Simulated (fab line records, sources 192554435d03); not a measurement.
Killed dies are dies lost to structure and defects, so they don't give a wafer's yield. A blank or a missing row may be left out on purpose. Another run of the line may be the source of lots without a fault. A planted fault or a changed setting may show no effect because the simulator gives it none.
fab line records	flow n5-finfet
record lots=7	wafers=21
route steps=1938 shown BEOL_M9@1407 BEOL_M10@1509 BEOL_M11@1539
start-h: hours from the record's opening day to when the first of the lot's shown wafers began	wait-h: hours since the lot's step before	" as in the row above	L1.1+2: a single row standing in for several wafers	- no value, or no start was given	* or withheld: withheld	< > ~ a bound
route shown NAME@n: names a module that has steps shown in the file, with the first one's number in the route	usual: mean/standard deviation of fault-free wafers	same: alike in all rows	chamber/n: place in a boat	sites: readings site by site	_std_site: the values' standard deviation	_edge_site: inner sites' mean taken away from outer sites' mean	radius-mm: how far each site lies from the wafer's centre	mask NAME#n: copy n	behind: tool/chamber where the wafer was last shaped	hold: why the lot went on hold/how many hours it stayed there/how the hold came to an end	device: whichever transistor did not switch (one of n, p or np)	end of line: the tests these same wafers got at the end of their route	where a step has no rows: the recipe by itself	killed: dies lost to structure and defects at the first sort, not the wafer's yield	map: shows each die of a wafer: x if killed, . if not, _ if none is there
set.NAME: the setting as run; set.NAME@STEP: as run at that earlier step	model.NAME: the simulator's own value behind a step, which no gauge read
lots with deliberately changed settings; one table per step, one row per wafer
## steps
# step N5_BEOL_M9_COAT_60
# recipe resist=SiARC	temp-c=220	time-s=60	spin-rpm=1500	resist-thk-nm=30
lot.wafer	tool	chamber	start-h	wait-h	set.spin-rpm	model.SiARC_of_BEOL_M9_COAT_60.thk-nm
L074.3+5+6	litho-track-05	0	-	-	1500	30.2
L079.1	litho-track-01	0	-	-	1440	30.6
L079.3+6	"	0	"	"	1500	30
L086.2+5+6	litho-track-02	0	-	-	1500	30
L085.4+5	litho-track-01	0	-	-	1561	29.4
L085.6	"	0	"	"	1500	30
L088.1+5	litho-track-05	0	-	-	1500	30
L088.6	"	0	"	"	1402	31
L092.2	litho-track-02	0	-	-	1500	30
L092.5+6	"	0	"	"	1500	29.8
L096.2+5+6	litho-track-02	0	-	-	1500	30
# step N5_BEOL_M9_COAT_05
# recipe resist=CAR-ArF	spin-rpm=1500	resist-thk-nm=90
# step N5_BEOL_M9_EBR_07
# recipe solvent=PGMEA	ebr-width-mm=1.5
# step N5_BEOL_M9_DESCUM_16
# recipe chemistry=O2	time-s=7.9	source-power-w=50	bias-power-w=20	pressure-mtorr=20	rf-frequency-hz=2.712e+07	temp-c=40	resist=CAR-ArF	o2-flow-sccm=225
# step N5_BEOL_M9_ETCH_61
# recipe chemistry=CF4	target=SiARC	target-depth-a=390	mask-material=CAR-ArF	time-s=65	ion-energy-ev=80	pressure-mtorr=40	source-w=545	bias-w=36	Ar_flow_sccm=100	cf4-flow-sccm=100	ends=cleared
lot.wafer	tool	chamber	start-h	wait-h	set.spin-rpm@BEOL_M9_COAT_60	model.etch.depth-nm
L074.3	rie-diel-03	3	233.98	0.0	1500	30.22
L074.5	"	1	"	"	1500	30.16
L074.6	"	2	"	"	1500	30.11
L079.1	rie-diel-02	0	250.71	0.0	1440	30.57
L079.3	"	3	"	"	1500	29.97
L079.6	"	1	"	"	1500	30.02
L086.2	rie-diel-02	3	298.35	0.0	1500	30.03
L086.5	"	2	"	"	1500	29.97
L086.6	"	1	"	"	1500	29.98
L085.4	rie-diel-04	1	298.89	0.0	1561	29.37
L085.5	"	1	"	"	1561	29.41
L085.6	"	2	"	"	1500	29.98
L088.1	rie-diel-04	1	306.71	0.0	1500	30.05
L088.5	"	2	"	"	1500	30.09
L088.6	"	1	"	"	1402	31.08
L092.2	rie-diel-03	0	320.24	0.0	1500	29.95
L092.5	"	2	"	"	1500	29.82
L092.6	"	1	"	"	1500	29.89
L096.2	rie-diel-03	0	363.18	0.0	1500	29.98
L096.5	"	2	"	"	1500	30.08
L096.6	"	3	"	"	1500	30.05
# step N5_BEOL_M9_ETCH_62
# recipe chemistry=N2/H2	target=SOC	target-depth-a=1100	overetch-a=220	mask-material=SiARC	temp-c=40	time-s=165	ion-energy-ev=200	pressure-mtorr=30	source-w=840	bias-w=150	n2-flow-sccm=200	h2-flow-sccm=200
# step N5_BEOL_M9_STRIP_68
# recipe chemistry=N2/H2	temp-c=40	n2-flow-sccm=200	h2-flow-sccm=200	rf-frequency-hz=6e+07
# step N5_BEOL_M9_STRIP_67
# recipe chemistry=CF4	resist=SiARC	power-w=300	bias-power-w=75	pressure-mtorr=50	cf4-flow-sccm=150	rf-frequency-hz=6e+07
# step N5_BEOL_M9_HM_OPEN_17
# recipe chemistry=Cl2/BCl3	target-depth-a=200	overetch-a=60	target=TiN	mask-material=SOC	ion-energy-ev=150	pressure-mtorr=10	icp-w=1000	bias-w=126	Cl2_flow_sccm=53.25	bcl3-flow-sccm=21.75	Ar_flow_sccm=25
lot.wafer	tool	chamber	start-h	wait-h	set.target-thk-a@BEOL_M9_HM_DEP_02	model.etch.depth-nm
L074.3	rie-metal-01	1	234.25	0.1	200	19.94
L074.5	"	1	"	"	200	20.07
L074.6	"	0	"	"	200	20.03
L079.1	rie-metal-02	0	250.94	0.0	200	19.69
L079.3	"	0	"	"	183.9	18.26
L079.6	"	0	"	"	200	20.07
L086.2	rie-metal-01	1	298.58	0.0	182.1	18.24
L086.5	"	1	"	"	200	20.16
L086.6	"	0	"	"	182.1	18.45
L085.4	rie-metal-01	1	299.15	0.1	200	20.06
L085.5	"	1	"	"	225.8	22.74
L085.6	"	0	"	"	200	19.9
L088.1	rie-metal-01	0	306.95	0.0	200	19.79
L088.5	"	0	"	"	212.8	21.42
L088.6	"	1	"	"	200	19.89
L092.2	rie-metal-01	0	320.47	0.0	200	19.81
L092.5	"	1	"	"	200	20.14
L092.6	"	0	"	"	200	20.04
L096.2	rie-metal-01	0	363.41	0.0	200	19.98
L096.5	"	1	"	"	200	20.08
L096.6	"	0	"	"	215.5	22.1
# step N5_BEOL_M9_STRIP_19
# recipe chemistry=O2	power-w=400	temp-c=40	pressure-mtorr=30	rf-frequency-hz=6e+07	bias-power-w=0	overash-fraction=0.2	o2-flow-sccm=225
# step N5_BEOL_M9_STRIP_73
# recipe chemistry=C4F6/O2	resist=SiARC	rf-frequency-hz=6e+07
# step N5_BEOL_M9_STRIP_36
# recipe chemistry=N2/H2	power-w=450	temp-c=40	pressure-mtorr=20	rf-frequency-hz=6e+07	overash-fraction=0.3	bias-power-w=7	h2-frac=0.5	n2-flow-sccm=200	h2-flow-sccm=200
# step N5_BEOL_M9_TRENCH_ETCH_37
# recipe chemistry=C4F6/O2	target-depth-a=1514.3	target=SiCOH_lowk	time-s=49	ion-energy-ev=250	pressure-mtorr=30	source-w=345	bias-w=185	Ar_flow_sccm=300	C4F6_flow_sccm=10	O2_flow_sccm=10
lot.wafer	tool	chamber	start-h	wait-h	set.target-thk-a@BEOL_M9_HM_DEP_02	model.TiN_of_BEOL_M9_HM_DEP_02.thk-nm
L074.3	rie-diel-03	1	-	-	200	15.6
L074.5	"	3	"	"	200	16
L074.6	"	2	"	"	200	15.8
L079.1	rie-diel-03	3	-	-	200	15.6
L079.3	"	1	"	"	183.9	14
L079.6	"	0	"	"	200	16
L086.2	rie-diel-04	1	-	-	182.1	14
L086.5	"	1	"	"	200	15.8
L086.6	"	2	"	"	182.1	14.2
L085.4	rie-diel-02	0	-	-	200	15.8
L085.5	"	2	"	"	225.8	18.4
L085.6	"	3	"	"	200	15.6
L088.1+6	rie-diel-03	1	-	-	200	15.6
L088.5	"	2	"	"	212.8	17.2
L092.2	rie-diel-04	3	-	-	200	15.4
L092.5+6	"	3,2	"	"	200	15.8
L096.2+5	rie-diel-02	3,2	-	-	200	15.8
L096.6	"	3	"	"	215.5	18
# step N5_BEOL_M10_VIA_ETCH_34
# recipe chemistry=C4F6/O2	target=SiCOH_lowk	target-depth-a=1845	mask-material=SOC	taper-deg=4	time-s=69.2	ion-energy-ev=250	pressure-mtorr=30	source-w=345	bias-w=185	Ar_flow_sccm=300	C4F6_flow_sccm=10	O2_flow_sccm=10
lot.wafer	tool	chamber	start-h	wait-h	set.time-s	model.etch.depth-nm	model.SOC_of_BEOL_M10_COAT_63.thk-nm
L074.3	rie-diel-01	3	244.33	0.0	69.2	184.6	92
L074.5	"	1	"	"	57.01	154.8	93
L074.6	"	0	"	"	69.2	185.9	91.4
L079.1	rie-diel-06	0	262.90	0.0	75.87	201.3	91.4
L079.3	"	2	"	"	75.87	202.3	91.2
L079.6	"	0	"	"	75.87	199.3	91.4
L086.2	rie-diel-05	2	308.84	0.0	69.2	185.7	92
L086.5	"	3	"	"	69.2	186.7	92.2
L086.6	"	2	"	"	69.2	184.8	92
L085.4	rie-diel-06	1	309.11	0.0	69.2	184.5	91.8
L085.5	"	0	"	"	69.2	187.1	91.4
L085.6	"	1	"	"	69.2	184	91.8
L088.1	rie-diel-06	0	314.63	0.0	69.2	184.3	91.6
L088.5	"	1	"	"	76.34	201.9	91.2
L088.6	"	2	"	"	76.34	203.3	91
L092.2	rie-diel-05	0	331.44	0.0	69.2	184	91.6
L092.5	"	3	"	"	69.2	185.3	91.6
L092.6	"	2	"	"	69.2	185.8	91.4
L096.2	rie-diel-05	3	373.53	0.0	69.2	186.8	92.4
L096.5	"	2	"	"	76.56	203.2	91.4
L096.6	"	1	"	"	76.56	202.6	91.6
# step N5_BEOL_M10_TRENCH_ETCH_37
# recipe chemistry=C4F6/O2	target-depth-a=1488.3	target=SiCOH_lowk	time-s=48	ion-energy-ev=250	pressure-mtorr=30	source-w=345	bias-w=185	Ar_flow_sccm=300	C4F6_flow_sccm=10	O2_flow_sccm=10
lot.wafer	tool	chamber	start-h	wait-h	set.time-s	model.BEOL_M10.feature-depth-nm	model.etch.depth-nm	model.TiN_of_BEOL_M10_HM_DEP_02.thk-nm
L074.3	rie-diel-01	3	-	-	48	148.2	148.3	15.8
L074.5	"	1	"	"	48	149.4	149.5	15.8
L074.6	"	0	"	"	48	149	149	15.8
L079.1	rie-diel-06	0	-	-	48	146.8	146.8	16
L079.3	"	2	"	"	41.96	130.6	130.7	16.4
L079.6	"	0	"	"	48	148	148	15.8
L086.2	rie-diel-05	2	-	-	48	148.6	148.6	15.2
L086.5	"	3	"	"	48	150.8	150.8	15.4
L086.6	"	2	"	"	48	148.2	148.3	15.2
L085.4	rie-diel-06	1	-	-	42.7	129.8	129.8	16.2
L085.5	"	0	"	"	48	148.8	148.8	15.8
L085.6	"	1	"	"	48	146.4	146.4	16
L088.1	rie-diel-06	0	-	-	48	148	148	15.8
L088.5	"	1	"	"	48	148.4	148.4	16
L088.6	"	2	"	"	54.05	166.6	166.7	15.2
L092.2	rie-diel-05	0	-	-	48	149	149	16
L092.5	"	3	"	"	48	151.6	151.6	16
L092.6	"	2	"	"	48	150.2	150.2	16.2
L096.2	rie-diel-05	3	-	-	41.53	130	130	16.2
L096.5	"	2	"	"	41.53	129.2	129.2	16.2
L096.6	"	1	"	"	48	150.6	150.6	15.8
# step N5_BEOL_M10_ETCH_41
# recipe chemistry=CH3F/O2	target=SiCN	target-depth-a=426	taper-deg=2	time-s=86	ion-energy-ev=120	mask-material=TiN	pressure-mtorr=30	source-w=395	bias-w=75	Ar_flow_sccm=150	CH3F_flow_sccm=30	O2_flow_sccm=20
# step N5_BEOL_M10_STRIP_77
# recipe chemistry=N2/H2	time-s=10	power-w=450	temp-c=40	pressure-mtorr=20	rf-frequency-hz=6e+07	bias-power-w=7	n2-flow-sccm=200	h2-flow-sccm=200
# step N5_BEOL_M10_OCD_MEAS_38
# usual trench-depth-nm=150.1/1.8
lot.wafer	tool	chamber	start-h	wait-h	set.time-s@BEOL_M10_TRENCH_ETCH_37	trench-depth-nm
L074.3	ocd-01	-	244.62	-	48	148.4
L074.5	"	-	"	"	48	149.2
L074.6	"	-	"	"	48	149.0
L079.1	ocd-02	-	263.18	-	48	146.9
L079.3	"	-	"	"	41.96	131.3
L079.6	"	-	"	"	48	148.3
L086.2	ocd-01	-	309.13	-	48	148.7
L086.5	"	-	"	"	48	150.5
L086.6	"	-	"	"	48	148.6
L085.4	ocd-02	-	309.40	-	42.7	129.8
L085.5	"	-	"	"	48	148.8
L085.6	"	-	"	"	48	146.8
L088.1	ocd-01	-	314.91	-	48	148.6
L088.5	"	-	"	"	48	148.3
L088.6	"	-	"	"	54.05	166.7
L092.2	ocd-02	-	331.72	-	48	149.3
L092.5	"	-	"	"	48	151.4
L092.6	"	-	"	"	48	150.0
L096.2	ocd-01	-	373.82	-	41.53	129.9
L096.5	"	-	"	"	41.53	129.2
L096.6	"	-	"	"	48	150.5
# step N5_BEOL_M10_SPUTTER_48
# recipe material=Cu	target-thk-a=120	temp-c=-20	bias-v=60	power-w=26000	chamber-pressure-pa=0.13	time-s=2
lot.wafer	tool	chamber	start-h	wait-h	set.power-w
L074.3+5	pvd-sputter-02	-	246.80	0.1	26000
L074.6	"	-	"	"	24460
L079.1+3	pvd-sputter-03	-	264.59	0.2	21350
L079.6	"	-	"	"	26000
L086.2+5+6	pvd-sputter-02	-	310.56	0.1	21680
L085.4+5+6	pvd-sputter-02	-	310.82	0.1	26000
L088.1+5	pvd-sputter-03	-	316.47	0.2	26000
L088.6	"	-	"	"	24550
L092.2+5+6	pvd-sputter-03	-	333.29	0.1	26000
L096.2+5+6	pvd-sputter-01	-	375.35	0.1	26000
# step N5_BEOL_M10_ECD_50
# recipe material=Cu	target-thk-a=3180
# step N5_BEOL_M10_ANNEAL_51
# recipe temp-c=225	time-s=90	ambient=N2
# step N5_BEOL_M10_CMP_52
# recipe stop-on=SiCOH_lowk	t-overpolish-s=7	down-force-psi=1	platen-rpm=50	clearing-platen-down-force-psi=1.5	clearing-platen-rpm=50	post-cmp-clean=cu-alkaline	target-thk-nm=140	clearing-platen-pad-velocity-m-s=0.99484	pad-velocity-m-s=0.99484
lot.wafer	tool	chamber	start-h	wait-h	set.time-s@BEOL_M10_TRENCH_ETCH_37	model.Cu_of_BEOL_M10_ECD_50.thk-nm
L074.3	cmp-03	0	247.52	0.2	48	139.8
L074.5	"	3	"	"	48	139.6
L074.6	"	0	"	"	48	-
L079.1	cmp-01	1	265.24	0.3	48	-
L079.3	"	2	"	"	41.96	-
L079.6	"	2	"	"	48	140
L086.2+6+5	cmp-01	3,1,2	311.16	0.3	48	-
L085.4	cmp-02	3	311.46	0.2	42.7	123.6
L085.6	"	0	"	"	48	138
L085.5	"	1	"	"	48	140.8
L088.1	cmp-01	3	317.16	0.3	48	138.6
L088.5	"	3	"	"	48	139.2
L088.6	"	0	"	"	54.05	-
L092.2	cmp-01	0	333.94	0.3	48	139.4
L092.6	"	2	"	"	48	140.2
L092.5	"	3	"	"	48	142
L096.2	cmp-01	1	376.08	0.2	41.53	120.6
L096.6	"	0	"	"	48	142.2
L096.5	"	1	"	"	41.53	119.4
# step N5_BEOL_M10_PRE_CLEAN_55
# recipe gas=NH3	time-s=15	temp-c=withheld	rf-power-w=300
# step N5_BEOL_M10_DEP_56
# recipe material=SiCN	target-thk-a=150	temp-c=withheld	precursor=3MS/NH3	pressure-torr=3	rf-w=202	time-s=26.5
# step N5_BEOL_M10_RS_MEAS_57
# recipe thk-meas-gauge=four-point-probe	reads=Cu_of_BEOL_M10_ECD_50+Co_of_BEOL_M10_CVD_75+TaN_of_BEOL_M10_ALD_74
# usual M10_RS=0.1493/0.0024
lot.wafer	tool	chamber	start-h	wait-h	set.time-s@BEOL_M10_TRENCH_ETCH_37	M10_RS[ohm/sq]
L074.3	film-metro-02	-	247.91	0.1	48	0.1509
L074.5	"	-	"	"	48	0.1513
L074.6	"	-	"	"	48	0.1513
L079.1	film-metro-01	-	265.67	0.1	48	0.1547
L079.3	"	-	"	"	41.96	0.1761
L079.6	"	-	"	"	48	0.1505
L086.2	film-metro-01	-	311.51	0.1	48	0.1495
L086.5	"	-	"	"	48	0.1470
L086.6	"	-	"	"	48	0.1489
L085.4	film-metro-02	-	311.78	0.0	42.7	0.1735
L085.5	"	-	"	"	48	0.1501
L085.6	"	-	"	"	48	0.1532
L088.1	film-metro-02	-	317.59	0.1	48	0.1524
L088.5	"	-	"	"	48	0.1514
L088.6	"	-	"	"	54.05	0.1335
L092.2	film-metro-01	-	334.30	0.1	48	0.1514
L092.5	"	-	"	"	48	0.1484
L092.6	"	-	"	"	48	0.1505
L096.2	film-metro-02	-	376.48	0.1	41.53	0.1780
L096.5	"	-	"	"	41.53	0.1799
L096.6	"	-	"	"	48	0.1485
# step N5_BEOL_M11_PECVD_70
# recipe material=SiO2	target-thk-a=200	temp-c=400	precursor=TEOS/O2	pressure-torr=5.5	rf-w=450	teos-flow-sccm=53.8	gas=O2	flow-sccm=3000	time-s=22.7
lot.wafer	tool	chamber	start-h	wait-h	set.temp-c	model.SiO2_of_BEOL_M11_PECVD_70.thk-nm
L074.3	pecvd-04	0	249.43	0.0	400	19.4
L074.5	"	1	"	"	400	20
L074.6	"	2	"	"	382.9	22
L079.1	pecvd-03	0	266.36	0.0	400	19.8
L079.3	"	1	"	"	400	20
L079.6	"	2	"	"	400	20.2
L086.2	pecvd-03	1	312.20	0.0	412.1	18.4
L086.5+6	"	0,2	"	"	400	20.2
L085.4	pecvd-04	0	312.49	0.1	409.1	18.8
L085.5+6	"	2,1	"	"	400	20.2
L088.1	pecvd-01	1	318.30	0.0	383.6	22
L088.5	"	0	"	"	400	20.4
L088.6	"	1	"	"	400	20.6
L092.2	pecvd-01	1	334.99	0.0	400	20
L092.5	"	0	"	"	400	20.6
L092.6	"	1	"	"	400	20.8
L096.2	pecvd-04	2	377.90	0.0	414.4	17.8
L096.5	"	2	"	"	400	20
L096.6	"	1	"	"	414.4	18.4
# step N5_BEOL_M11_DEP_56
# recipe material=SiCN	target-thk-a=300	temp-c=withheld	precursor=3MS/NH3	pressure-torr=3	rf-w=675	time-s=10.5
lot.wafer	tool	chamber	start-h	wait-h	set.time-s	model.SiCN_of_BEOL_M11_DEP_56.thk-nm
L074.3	pecvd-04	1	256.95	0.0	10.5	29.6
L074.5+6	"	0,1	"	"	10.5	30.2
L079.1	pecvd-01	0	275.79	0.0	11.77	33.8
L079.3	"	1	"	"	10.5	29.2
L079.6	"	0	"	"	10.5	30.2
L086.2+5	pecvd-03	0,1	317.26	0.0	9.537	27.2
L086.6	"	0	"	"	10.5	30.2
L085.4	pecvd-03	1	317.85	0.0	9.721	27.2
L085.5	"	2	"	"	10.5	29.6
L085.6	"	0	"	"	10.5	29.8
L088.1	pecvd-03	2	328.53	0.0	10.5	29.4
L088.5	"	2	"	"	10.5	29.6
L088.6	"	0	"	"	11.74	33.8
L092.2	pecvd-01	2	341.17	0.0	10.5	29.8
L092.5	"	2	"	"	10.5	30.8
L092.6	"	0	"	"	10.5	30.6
L096.2	pecvd-04	1	385.68	0.0	10.5	30
L096.5	"	1	"	"	10.5	30.2
L096.6	"	0	"	"	10.93	31.2
## key
split step=N5_BEOL_M9_COAT_60	setting=spin-rpm	stated=1500	by=wafer
response step=N5_BEOL_M9_COAT_60	reading=model.SiARC_of_BEOL_M9_COAT_60.thk-nm	change=-0.151	per=1%	r=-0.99
response step=N5_BEOL_M9_ETCH_61	reading=model.etch.depth-nm	change=-0.15	per=1%	r=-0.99
split step=N5_BEOL_M10_VIA_ETCH_34	setting=time-s	stated=69.2	by=wafer
response step=N5_BEOL_M10_VIA_ETCH_34	reading=model.etch.depth-nm	change=+1.69	per=1%	r=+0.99
response step=N5_BEOL_M10_VIA_ETCH_34	reading=model.SOC_of_BEOL_M10_COAT_63.thk-nm	change=-0.071	per=1%	r=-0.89
split step=N5_BEOL_M10_TRENCH_ETCH_37	setting=time-s	stated=48	by=wafer
response step=N5_BEOL_M10_TRENCH_ETCH_37	reading=model.BEOL_M10.feature-depth-nm	change=+1.49	per=1%	r=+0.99
response step=N5_BEOL_M10_TRENCH_ETCH_37	reading=model.etch.depth-nm	change=+1.49	per=1%	r=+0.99
response step=N5_BEOL_M10_TRENCH_ETCH_37	reading=model.TiN_of_BEOL_M10_HM_DEP_02.thk-nm	change=-0.0384	per=1%	r=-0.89
response step=N5_BEOL_M10_OCD_MEAS_38	reading=trench-depth-nm	change=+1.47	per=1%	r=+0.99
response step=N5_BEOL_M10_CMP_52	reading=model.Cu_of_BEOL_M10_ECD_50.thk-nm	change=+1.56	per=1%	r=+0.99
response step=N5_BEOL_M10_RS_MEAS_57	reading=M10_RS	change=-0.0019	per=1%	r=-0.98
split step=N5_BEOL_M10_SPUTTER_48	setting=power-w	stated=26000	by=wafer
response none clear
split step=N5_BEOL_M11_PECVD_70	setting=temp-c	stated=400	by=wafer
response step=N5_BEOL_M11_PECVD_70	reading=model.SiO2_of_BEOL_M11_PECVD_70.thk-nm	change=-0.504	per=1%	r=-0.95
split step=N5_BEOL_M11_DEP_56	setting=time-s	stated=10.5	by=wafer
response step=N5_BEOL_M11_DEP_56	reading=model.SiCN_of_BEOL_M11_DEP_56.thk-nm	change=+0.342	per=1%	r=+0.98
split outside-this-file step=N5_BEOL_M9_HM_DEP_02 setting=target-thk-a
# split outside-this-file: this setting was split too, and the file shows its column; the key of that split is in another file
